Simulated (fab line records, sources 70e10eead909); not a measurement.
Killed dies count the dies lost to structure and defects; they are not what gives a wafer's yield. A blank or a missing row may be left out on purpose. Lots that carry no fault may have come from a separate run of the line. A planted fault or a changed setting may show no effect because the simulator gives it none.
Which tool was responsible?    flow nand-harc    72 wafers from 24 lots sampled at 6 of the route's 1302 steps

WHAT THE GAUGES READ, wafer by wafer
NHARC_P_M0_INSPECT_27. Usual: raw-defect-count at 311, with a standard deviation of 130.
lot   measured      on                 raw-defect-count  flag
L074  day 6 08:33   defect-inspect-01  416 482 348       
L075  day 6 14:58   defect-inspect-01  202 201 212       
L076  day 7 00:46   defect-inspect-01  368 295 259       
L077  day 7 11:02   defect-inspect-02  189 277 295       
L079  day 8 00:28   defect-inspect-01  434 315 629       
L078  day 8 01:10   defect-inspect-02  135 157 149       
L080  day 8 23:34   defect-inspect-01  181 242 262       
L081  day 9 09:28   defect-inspect-02  485 216 315       
L082  day 9 11:41   defect-inspect-02  551 488 929       
L083  day 10 01:02  defect-inspect-01  433 468 437       
L084  day 10 16:13  defect-inspect-01  279 364 559       
L085  day 10 22:46  defect-inspect-02  479 395 251       
L086  day 11 12:14  defect-inspect-01  218 225 71        
L088  day 12 09:27  defect-inspect-02  146 221 230       
L087  day 12 10:31  defect-inspect-02  128 161 203       
L090  day 13 04:38  defect-inspect-02  187 212 164       
L089  day 13 05:34  defect-inspect-01  299 526 260       
L091  day 13 07:58  defect-inspect-01  375 367 263       
L092  day 13 15:06  defect-inspect-02  311 296 307       
L093  day 14 16:48  defect-inspect-01  289 386 261       
L094  day 14 17:20  defect-inspect-02  291 246 462       
L095  day 14 22:49  defect-inspect-01  257 603 427       
L096  day 15 10:38  defect-inspect-02  247 281 509       
L097  day 16 01:23  defect-inspect-02  194 411 374       

NHARC_P_M1_CD_MEAS_09 targets a cd of 130 nm. Usual: cd-nm at 129.9 nm, with a standard deviation of 0.59.
lot   measured      on         cd-nm (nm)         flag
L074  day 6 09:56   cd-sem-02  129.5 129.1 129.4  
L075  day 6 16:22   cd-sem-01  129.6 129.9 129.8  
L076  day 7 02:09   cd-sem-01  130.3 130.8 130.8  
L077  day 7 12:26   cd-sem-03  130.2 130.8 129.5  
L079  day 8 01:51   cd-sem-01  129.1 129.5 129.5  
L078  day 8 02:33   cd-sem-03  130.4 130.8 130.5  
L080  day 9 01:08   cd-sem-02  128.4 129.1 129.2  
L081  day 9 10:52   cd-sem-01  130.1 129.8 129.8  
L082  day 9 13:05   cd-sem-02  130.7 130.7 131.2  
L083  day 10 02:26  cd-sem-03  130.2 129.2 129.8  
L084  day 10 17:41  cd-sem-02  129.9 130.2 130.0  
L085  day 11 00:10  cd-sem-02  131.3 130.3 130.4  
L086  day 11 13:31  cd-sem-03  129.4 129.4 129.5  
L088  day 12 10:50  cd-sem-01  129.5 129.4 130.1  
L087  day 12 11:53  cd-sem-01  129.3 130.2 129.5  
L090  day 13 06:02  cd-sem-03  129.8 130.4 129.9  
L089  day 13 06:58  cd-sem-02  129.1 129.4 129.3  
L091  day 13 09:37  cd-sem-03  130.3 130.5 130.1  
L092  day 13 16:22  cd-sem-01  131.4 130.6 130.6  
L093  day 14 18:12  cd-sem-02  129.2 129.6 129.8  
L094  day 14 18:43  cd-sem-01  129.7 129.7 129.9  
L095  day 15 00:14  cd-sem-01  130.1 130.7 129.9  
L096  day 15 12:02  cd-sem-01  129.3 130.0 129.7  
L097  day 16 02:39  cd-sem-01  129.4 129.0 129.3  

NHARC_P_M1_THK_MEAS_24: measures by xrf. Usual: thk-nm at 157.7 nm, with a standard deviation of 1.6.
lot   measured      on             thk-nm (nm)        flag
L074  day 6 12:33   film-metro-02  157.3 156.7 156.0  
L075  day 6 18:57   film-metro-02  159.9 157.7 153.9  
L076  day 7 04:57   film-metro-02  157.1 158.3 162.6  
L077  day 7 15:02   film-metro-02  161.0 158.4 159.8  
L079  day 8 04:27   film-metro-02  155.4 156.9 157.2  
L078  day 8 05:24   film-metro-01  153.0 155.9 157.4  
L080  day 9 04:01   film-metro-01  154.1 157.2 156.2  
L081  day 9 13:29   film-metro-02  158.4 157.3 157.5  
L082  day 9 15:41   film-metro-02  158.1 158.2 159.9  
L083  day 10 05:02  film-metro-01  159.4 157.7 156.7  
L084  day 10 20:24  film-metro-01  157.3 158.9 160.9  
L085  day 11 02:51  film-metro-02  156.4 156.8 155.0  
L086  day 11 16:10  film-metro-02  156.9 155.2 156.2  
L088  day 12 13:26  film-metro-01  156.2 156.1 157.8  
L087  day 12 14:30  film-metro-01  160.0 159.6 157.7  
L090  day 13 08:41  film-metro-02  158.1 158.8 157.5  
L089  day 13 09:37  film-metro-01  156.8 156.8 158.9  
L091  day 13 12:15  film-metro-02  157.7 157.1 157.7  
L092  day 13 18:59  film-metro-02  158.0 157.2 156.2  
L093  day 14 20:50  film-metro-01  157.3 158.3 157.8  
L094  day 14 21:20  film-metro-02  158.0 156.7 160.4  
L095  day 15 02:53  film-metro-02  159.0 158.9 160.7  
L096  day 15 14:41  film-metro-02  157.9 158.3 161.5  
L097  day 16 05:16  film-metro-02  158.6 157.3 157.6  

TOOL THAT RAN EACH LOT (tool first, then ch and the chambers of the sampled wafers, then the start)
lot   NHARC_P_CONTACT_DEP_30           NHARC_P_CONTACT_ETCH_18                        NHARC_P_M1_ETCH_35
L074  pecvd-04 ch 0,1, day 6 00:17     rie-diel-05 ch 1,2,3, day 6 08:33 or earlier   rie-diel-02 ch 0,2, day 6 10:13
L075  pecvd-03 ch 1,2, day 6 06:55     rie-diel-07 ch 1,2, day 6 14:58 or earlier     rie-diel-01 ch 0,1, day 6 16:38
L076  pecvd-04 ch 0,1,2, day 6 16:23   rie-diel-07 ch 0,1,2, day 7 00:46 or earlier   rie-diel-01 ch 1,2,3, day 7 02:25
L077  pecvd-04 ch 0,1, day 7 02:42     rie-diel-05 ch 1,2, day 7 11:02 or earlier     rie-diel-02 ch 1,3, day 7 12:42
L079  pecvd-04 ch 1,2, day 7 15:59     rie-diel-05 ch 0,1,3, day 8 00:28 or earlier   rie-diel-02 ch 1,3, day 8 02:08
L078  pecvd-03 ch 0,2, day 7 16:38     rie-diel-07 ch 1,2,3, day 8 01:10 or earlier   rie-diel-01 ch 0,2, day 8 03:04
L080  pecvd-02 ch 0,1,2, day 8 15:14   rie-diel-05 ch 0,2,3, day 8 23:34 or earlier   rie-diel-02 ch 0,1,3, day 9 01:43
L081  pecvd-04 ch 0,2, day 9 00:58     rie-diel-06 ch 0,1,2, day 9 09:28 or earlier   rie-diel-02 ch 0,2,3, day 9 11:08
L082  pecvd-02 ch 0,1, day 9 03:26     rie-diel-05 ch 0,1,3, day 9 11:41 or earlier   rie-diel-02 ch 1,2, day 9 13:22
L083  pecvd-03 ch 0,2, day 9 16:42     rie-diel-05 ch 0,1,3, day 10 01:02 or earlier  rie-diel-13 ch 0,1,2, day 10 02:44
L084  pecvd-04 ch 0,2, day 10 07:51    rie-diel-07 ch 2,3, day 10 16:13 or earlier    rie-diel-02 ch 0,1,2, day 10 17:58
L085  pecvd-03 ch 0,1, day 10 14:27    rie-diel-06 ch 0,2,3, day 10 22:46 or earlier  rie-diel-01 ch 1,2, day 11 00:27
L086  pecvd-03 ch 1,2, day 11 03:55    rie-diel-05 ch 0,1,2, day 11 12:14 or earlier  rie-diel-02 ch 0,2, day 11 13:49
L088  pecvd-02 ch 0,1,2, day 12 00:47  rie-diel-06 ch 0,3, day 12 09:27 or earlier    rie-diel-01 ch 0,3, day 12 11:06
L087  pecvd-04 ch 0,1,2, day 12 02:07  rie-diel-07 ch 0,2,3, day 12 10:31 or earlier  rie-diel-02 ch 0,1,2, day 12 12:10
L090  pecvd-04 ch 0,1,2, day 12 20:06  rie-diel-07 ch 0,2,3, day 13 04:38 or earlier  rie-diel-01 ch 0,2,3, day 13 06:19
L089  pecvd-02 ch 0,1,2, day 12 20:46  rie-diel-05 ch 0,2,3, day 13 05:34 or earlier  rie-diel-01 ch 0,1,2, day 13 07:15
L091  pecvd-03 ch 0,2, day 12 23:38    rie-diel-05 ch 0,3, day 13 07:58 or earlier    rie-diel-01 ch 0,2,3, day 13 09:55
L092  pecvd-02 ch 0,2, day 13 06:56    rie-diel-05 ch 1,3, day 13 15:06 or earlier    rie-diel-01 ch 0,1, day 13 16:38
L093  pecvd-03 ch 0,1,2, day 14 08:30  rie-diel-07 ch 1,2, day 14 16:48 or earlier    rie-diel-02 ch 0,3, day 14 18:29
L094  pecvd-02 ch 1,2, day 14 08:36    rie-diel-06 ch 1,2, day 14 17:20 or earlier    rie-diel-13 ch 0,1,3, day 14 19:00
L095  pecvd-04 ch 1,2, day 14 14:19    rie-diel-05 ch 0,3, day 14 22:49 or earlier    rie-diel-01 ch 2,3, day 15 00:31
L096  pecvd-03 ch 0,1, day 15 02:03    rie-diel-07 ch 0,3, day 15 10:38 or earlier    rie-diel-01 ch 1,3, day 15 12:18
L097  pecvd-04 ch 0,2, day 15 17:07    rie-diel-05 ch 0,1,2, day 16 01:23 or earlier  rie-diel-01 ch 0,3, day 16 02:55
- NHARC_P_CONTACT_DEP_30: deposits SiNx, target thk 30 nm.
- NHARC_P_CONTACT_ETCH_18: etches the open film in C4F8/O2/Ar, target depth 481 nm, time 240.5 s.
- NHARC_P_M1_ETCH_35: etches the open film in N2/H2, target depth 40 nm, overetch 12 nm, time 43.94 s.

WHAT THE TOOLS THEMSELVES READ (means of the sampled wafers that have a number; where no wafer has one, the mark that the record gives instead)
NHARC_P_CONTACT_DEP_30. Usual: heater-power-w at 661 W, with a standard deviation of 63.
lot   tool      heater-power-w (W)  flag
L074  pecvd-04  571                 
L075  pecvd-03  722                 
L076  pecvd-04  676                 
L077  pecvd-04  583                 
L079  pecvd-04  651                 
L078  pecvd-03  653                 
L080  pecvd-02  621                 
L081  pecvd-04  742                 
L082  pecvd-02  641                 
L083  pecvd-03  678                 
L084  pecvd-04  659                 
L085  pecvd-03  653                 
L086  pecvd-03  681                 
L088  pecvd-02  681                 
L087  pecvd-04  647                 
L090  pecvd-04  661                 
L089  pecvd-02  621                 
L091  pecvd-03  727                 
L092  pecvd-02  607                 
L093  pecvd-03  650                 
L094  pecvd-02  669                 
L095  pecvd-04  624                 
L096  pecvd-03  692                 
L097  pecvd-04  646                 

NHARC_P_CONTACT_ETCH_18. Usual: oes-product-au 0.959 a.u., standard deviation 0.021; rf-vpp-V 980 V, standard deviation 5.9.
lot   tool         oes-product-au (a.u.)  rf-vpp-V (V)  flag
L074  rie-diel-05  0.979                  975           
L075  rie-diel-07  0.956                  978           
L076  rie-diel-07  0.969                  980           
L077  rie-diel-05  0.970                  975           
L079  rie-diel-05  0.940                  976           
L078  rie-diel-07  0.973                  980           
L080  rie-diel-05  0.927                  980           
L081  rie-diel-06  0.926                  981           
L082  rie-diel-05  0.974                  976           
L083  rie-diel-05  0.924                  978           
L084  rie-diel-07  0.927                  981           
L085  rie-diel-06  0.962                  977           
L086  rie-diel-05  0.972                  980           
L088  rie-diel-06  0.955                  980           
L087  rie-diel-07  0.966                  982           
L090  rie-diel-07  0.948                  983           
L089  rie-diel-05  0.978                  981           
L091  rie-diel-05  0.937                  977           
L092  rie-diel-05  0.976                  972           
L093  rie-diel-07  0.969                  977           
L094  rie-diel-06  0.955                  981           
L095  rie-diel-05  0.953                  981           
L096  rie-diel-07  0.971                  984           
L097  rie-diel-05  0.964                  980           

NHARC_P_M1_ETCH_35. Usual: drypump-motor-current-A 5.6 A, standard deviation 0.47; oes-product-au 1.004 a.u., standard deviation 0.011; rf-vpp-V 431 V, standard deviation 3.4; showerhead-plenum-p-Torr 2.06 Torr, standard deviation 0.12; throttle-valve-pct 14.171 %, standard deviation 0.009.
lot   tool         drypump-motor-current-A (A)  oes-product-au (a.u.)  rf-vpp-V (V)  showerhead-plenum-p-Torr (Torr)  throttle-valve-pct (%)  flag
L074  rie-diel-02  6.0                          1.002                  428           1.93                             14.170                  
L075  rie-diel-01  5.2                          1.010                  434           2.18                             14.179                  
L076  rie-diel-01  5.8                          1.009                  432           2.10                             14.182                  
L077  rie-diel-02  5.5                          1.007                  434           2.16                             14.171                  
L079  rie-diel-02  5.5                          1.002                  433           2.13                             14.163                  
L078  rie-diel-01  5.4                          1.014                  434           2.16                             14.166                  
L080  rie-diel-02  5.7                          0.995                  431           2.07                             14.170                  
L081  rie-diel-02  5.7                          0.992                  430           2.02                             14.170                  
L082  rie-diel-02  5.6                          0.992                  429           2.01                             14.173                  
L083  rie-diel-13  5.9                          1.004                  427           1.95                             14.176                  
L084  rie-diel-02  5.7                          1.008                  429           1.99                             14.173                  
L085  rie-diel-01  6.0                          1.010                  435           2.19                             14.170                  
L086  rie-diel-02  5.7                          1.003                  428           1.94                             14.174                  
L088  rie-diel-01  5.3                          1.001                  431           2.06                             14.166                  
L087  rie-diel-02  5.7                          1.012                  429           1.99                             14.168                  
L090  rie-diel-01  5.7                          1.006                  431           2.07                             14.162                  
L089  rie-diel-01  5.5                          1.014                  435           2.17                             14.167                  
L091  rie-diel-01  5.7                          1.006                  432           2.07                             14.176                  
L092  rie-diel-01  5.0                          1.010                  434           2.16                             14.164                  
L093  rie-diel-02  5.9                          0.989                  429           2.00                             14.168                  
L094  rie-diel-13  5.9                          0.996                  429           2.01                             14.168                  
L095  rie-diel-01  6.1                          0.992                  429           1.99                             14.166                  
L096  rie-diel-01  5.8                          0.996                  429           2.00                             14.170                  
L097  rie-diel-01  5.2                          1.007                  431           2.06                             14.170                  

THE ANSWER, worked out from the rows above alone
Rule: a lot is off if the mean of its wafers that have a number lies more than 3 standard deviations from the usual mean. Also off: a lot with no number at a reading for which 4 or more lots have one. Any other lot the step has rows for is counted as sound. Order of review: gauges by route order, followed by the tools' own readings, for which a lot's mean as printed above is used. At the first step where some lot is off, the reading lying furthest off is the one used; lots without a number count as furthest.
Nothing can be told from this: no lot is off at any reading shown.

WHAT THE SIMULATOR PUT IN
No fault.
